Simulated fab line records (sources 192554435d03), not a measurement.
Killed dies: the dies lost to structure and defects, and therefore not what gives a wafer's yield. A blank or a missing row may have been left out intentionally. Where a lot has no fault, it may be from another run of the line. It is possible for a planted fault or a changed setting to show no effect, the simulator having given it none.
Chamber matching -- flow n5 finfet -- N5_BEOL_M10_ETCH_65 on rie diel-03: 4 sister chambers
The step etches SiARC in CF4, target depth 39 nm, time 65 s. 8 wafers are shown with their chamber, then 9 later ones without.

## WAFERS WITH THEIR CHAMBER
wafer,chamber,showerhead plenum p Torr (Torr),oes product au (a.u.)
L075.2,0,2.12,0.62
L083.2,2,2.14,0.66
L087.1,3,2.26,0.75
L087.4,2,2.13,0.64
L087.5,3,2.26,0.76
L090.1,1,2.15,0.67
L090.2,0,2.11,0.60
L090.5,1,2.15,0.67

## WAFERS WITHOUT THEIR CHAMBER
wafer,showerhead plenum p Torr (Torr),oes product au (a.u.)
L092.2,2.11,0.59
L092.3,2.13,0.65
L092.4,2.15,0.66
L093.1,2.13,0.64
L093.3,2.26,0.73
L093.6,2.13,0.63
L094.2,2.26,0.73
L094.3,2.15,0.66
L094.5,2.13,0.64

## EACH ONE'S CHAMBER
wafer,from the rows above,in truth
L092.2,0,0
L092.3,2,2
L092.4,1,1
L093.1,2,2
L093.3,3,3
L093.6,can't be placed: 2 or 0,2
L094.2,3,3
L094.3,1,1
L094.5,2,2
Correctly placed: 8 of 9. These rows do not allow placing 1 (true chamber among the candidates in 1). Placed wrongly: 0.
How it was worked out, from the rows above alone: a wafer's distance from a chamber is the root of the sum, over the readings, of the square of ((its reading less the chamber's mean) divided by the reading's scatter). The wafer belongs to the nearest chamber; if the next one is less than 2 further off, it can't be placed. For every chamber, the mean is computed from those of its wafers that are shown. The scatter: take each reading less its chamber's mean, square it, sum over the shown wafers, divide by the number of wafers less the number of chambers, and take the root.
